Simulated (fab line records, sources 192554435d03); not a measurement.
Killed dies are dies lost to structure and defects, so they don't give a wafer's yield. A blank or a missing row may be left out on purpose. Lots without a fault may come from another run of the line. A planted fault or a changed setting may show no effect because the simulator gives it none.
Problem report in the 8D (eight disciplines) form, filled by code | flow n5_finfet | the parts of the form that need people (team, actions taken, sign-off) are left out

1. THE PROBLEM
run_length_s at N5_PASSIVATION_PECVD_35 reads a mean of 154.4 s on 4 wafers of 3 lots; wafers without a fault read 195.5 s with a standard deviation of 0.49. That is -84 standard deviations from the usual mean.
The step: deposits SiNx from SiH4/NH3/N2, target thk 700 nm, time 151.3 s.
First seen on wafer L140.3, day 14 17:23, on pecvd-01. The record holds 29 wafers of 10 lots with a number at this step. Rule for "out", or "out of limits": more than 4 standard deviations from the usual mean. The other wafers with a number count as sound.

2. WHAT IT IS AND WHAT IT IS NOT
question                    | is                             | is not
which readings at this step | run_length_s                   | showerhead_plenum_p_Torr, throttle_valve_pct
which lots                  | L139, L140, L144               | L133, L146, L148, L150, L151, L155, L156
which wafers of those lots  | L139.5, L140.3, L140.5, L144.5 | L139.2, L140.6, L144.2, L144.4
read on which tools         | pecvd-01                       | pecvd-03, pecvd-04
when                        | from day 14 17:23              | up to then (4 sound wafers); but 21 sound wafers of L139, L144, L146, L148, L150, L151, L155, L156 came after

3. SUSPECTS, AND WHAT RULES EACH OUT
Counting: a tool at a process step up to the reading stays a suspect if it ran every lot that is out. Sound lots after the first of them don't rule it out here, since some wafers of a struck lot are sound.
- pecvd-01 at N5_PASSIVATION_PECVD_35 (deposits SiNx from SiH4/NH3/N2, target thk 700 nm, time 151.3 s): kept. It ran every lot that is out, first L140 (day 14 17:23); its last sound lot up to then is L133 (day 13 17:27). Its own readings are out on those wafers: run_length_s.
Left after counting: pecvd-01 at N5_PASSIVATION_PECVD_35.

4. THE CAUSE (what the simulator had put in)
Process parameter drift: pecvd-01, from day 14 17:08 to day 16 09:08, at N5_PASSIVATION_PECVD_35. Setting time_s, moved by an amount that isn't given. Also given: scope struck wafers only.
Counting left only this tool.

5. THE CHAIN OF EFFECTS, in route order
Each row: a reading whose mean over the struck wafers that have a number lies more than 3 standard deviations from the usual. Only readings for which the record gives a usual standard deviation are gone through. hours: the time from each lot's start at the first step in this table that gives one to its start at this step, as a median over the lots. sigmas: the change in usual standard deviations.
hours | step                    | reading      | usual   | on struck wafers | change | sigmas
0     | N5_PASSIVATION_PECVD_35 | run_length_s | 195.5 s | 154.4            | -41.1  | -84
The process steps in it:
- N5_PASSIVATION_PECVD_35: deposits SiNx from SiH4/NH3/N2, target thk 700 nm, time 151.3 s.

6. WHAT WOULD HAVE CAUGHT IT SOONER
In this record the first reading out of limits was taken at day 14 17:23, 0 hours after the fault began at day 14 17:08.
